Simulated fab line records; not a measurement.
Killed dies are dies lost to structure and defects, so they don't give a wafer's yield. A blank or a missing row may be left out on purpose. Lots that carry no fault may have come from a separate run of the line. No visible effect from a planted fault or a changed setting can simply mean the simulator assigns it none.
Which tool is to blame? | flow nand-harc | Sampling: 24 lots, 72 wafers, 2 of 1302 route steps

WHAT EACH GAUGE READ, for each wafer
NHARC_A_CONTACT_CD_MEAS_69: the cd target is 300 nm.
lot  | measured     | on        | cd-nm (nm)
L074 | day 21 23:02 | cd-sem-03 | 300.5 300.3 300.0
L075 | day 22 14:40 | cd-sem-01 | 299.8 299.2 299.8
L077 | day 23 03:20 | cd-sem-03 | 299.9 300.3 300.5
L079 | day 23 03:44 | cd-sem-01 | 300.5 300.3 300.1
L078 | day 23 10:30 | cd-sem-01 | 298.6 299.6 299.3
L076 | day 23 11:02 | cd-sem-02 | 300.3 301.0 300.4
L080 | day 24 12:34 | cd-sem-02 | 298.7 298.8 299.0
L081 | day 24 20:22 | cd-sem-03 | 298.4 299.5 299.9
L082 | day 24 23:35 | cd-sem-03 | 299.4 299.7 300.1
L085 | day 26 09:58 | cd-sem-02 | 299.9 299.5 299.5
L084 | day 26 20:00 | cd-sem-03 | 300.6 300.2 300.1
L086 | day 26 23:08 | cd-sem-01 | 301.6 301.3 301.0
L083 | day 27 07:49 | cd-sem-03 | 300.6 300.7 300.2
L087 | day 27 15:28 | cd-sem-02 | 300.0 300.6 300.3
L089 | day 27 21:21 | cd-sem-02 | 299.4 299.2 299.8
L088 | day 27 22:22 | cd-sem-01 | 299.4 300.3 299.2
L090 | day 28 15:09 | cd-sem-02 | 300.0 300.7 300.5
L091 | day 29 04:51 | cd-sem-03 | 299.5 300.5 299.9
L092 | day 29 07:22 | cd-sem-01 | 299.2 299.6 299.3
L093 | day 30 00:06 | cd-sem-02 | 300.9 299.3 299.9
L094 | day 30 08:34 | cd-sem-01 | 299.6 300.6 300.1
L095 | day 30 12:42 | cd-sem-02 | 300.4 300.8 299.4
L096 | day 30 19:36 | cd-sem-01 | 300.8 300.7 300.4
L097 | day 32 01:22 | cd-sem-01 | 300.1 299.6 299.6

NHARC_A_CONTACT_OVL_MEAS_70.
lot  | measured     | on         | overlay-x-nm (nm) | overlay-y-nm (nm)
L074 | day 21 23:07 | overlay-01 | 0.5 0.8 0.6       | 1.1 1.1 1.0
L075 | day 22 14:46 | overlay-02 | 0.8 0.4 0.1       | 0.8 0.9 1.1
L077 | day 23 03:25 | overlay-01 | -0.3 -0.1 -0.4    | -0.7 -0.2 -0.7
L079 | day 23 03:50 | overlay-02 | 0.3 0.1 0.5       | 1.1 1.5 1.0
L078 | day 23 10:35 | overlay-02 | 0.3 1.0 0.6       | -1.8 -1.7 -1.6
L076 | day 23 11:07 | overlay-02 | -1.4 -1.1 -0.7    | 0.1 0.2 0.2
L080 | day 24 12:40 | overlay-02 | -0.5 -0.5 0.1     | -1.6 -1.7 -1.9
L081 | day 24 20:28 | overlay-02 | 0.5 0.6 1.0       | 0.6 0.7 0.2
L082 | day 24 23:41 | overlay-01 | -0.8 -1.3 -0.8    | 0.8 0.8 1.0
L085 | day 26 10:03 | overlay-01 | 1.0 1.5 0.9       | 0.6 1.5 1.6
L084 | day 26 20:05 | overlay-01 | 1.4 1.3 1.2       | 0.5 0.0 0.8
L086 | day 26 23:13 | overlay-01 | -1.2 -1.5 -1.1    | 1.0 1.1 0.8
L083 | day 27 07:54 | overlay-02 | 0.6 0.5 1.2       | 0.1 0.6 0.3
L087 | day 27 15:33 | overlay-02 | -0.5 0.3 0.0      | -0.8 -0.2 -0.7
L089 | day 27 21:26 | overlay-01 | -0.7 -0.2 -0.8    | 0.6 0.9 0.8
L088 | day 27 22:27 | overlay-01 | 1.5 1.1 1.1       | -0.9 0.2 -0.1
L090 | day 28 15:14 | overlay-02 | 0.7 0.8 0.2       | -0.1 0.6 0.6
L091 | day 29 04:56 | overlay-02 | 0.0 -0.4 0.1      | 1.0 0.3 1.8
L092 | day 29 07:27 | overlay-01 | -0.7 -0.8 -0.6    | -2.9 -2.8 -2.4
L093 | day 30 00:11 | overlay-02 | -0.5 -0.5 -0.2    | -0.3 -0.5 -0.1
L094 | day 30 08:38 | overlay-02 | -1.6 -1.8 -1.7    | -0.9 -0.5 -0.2
L095 | day 30 12:47 | overlay-01 | -0.3 -0.5 0.3     | 0.7 0.9 1.2
L096 | day 30 19:41 | overlay-01 | 0.2 0.0 0.5       | 0.5 0.8 0.7
L097 | day 32 01:28 | overlay-01 | 1.0 1.5 0.3       | -0.2 -0.1 -0.7

WHAT TOOL EACH LOT RAN ON (gives the tool, then ch and the chambers of the sampled wafers, and finally the start)
The record holds no process step before these readings.

AS READ BY THE TOOLS THEMSELVES (means over the sampled wafers that have a number; for cases with no such wafer, the mark the record gives instead)
The record holds no such reading with a usual standard deviation.

THE ANSWER, worked out from the rows above alone
Rule: usual is defined by the lots themselves. The widest of any qualifying gaps counts: lots, ordered by their means at a reading, are off when they make up no more than a third of the lots, leave a main group of 4 or more, and stand apart from it by 3 or more times the standard deviation of that group's means. Not used: any main group whose means are identical at the precision the tables above print for the reading. Also off: a lot with no number at a reading for which 4 or more lots have one. All remaining lots with rows at the step are treated as sound. First the gauges in route order, then the tools' own readings, where a lot's mean is used as printed above. The first step at which some lot is off is used, and at that step the reading that is off furthest; a lot without a number counts as furthest.
Across all readings shown, no lot is off: no conclusion can be drawn from this.

WHAT WAS PUT IN BY THE SIMULATOR
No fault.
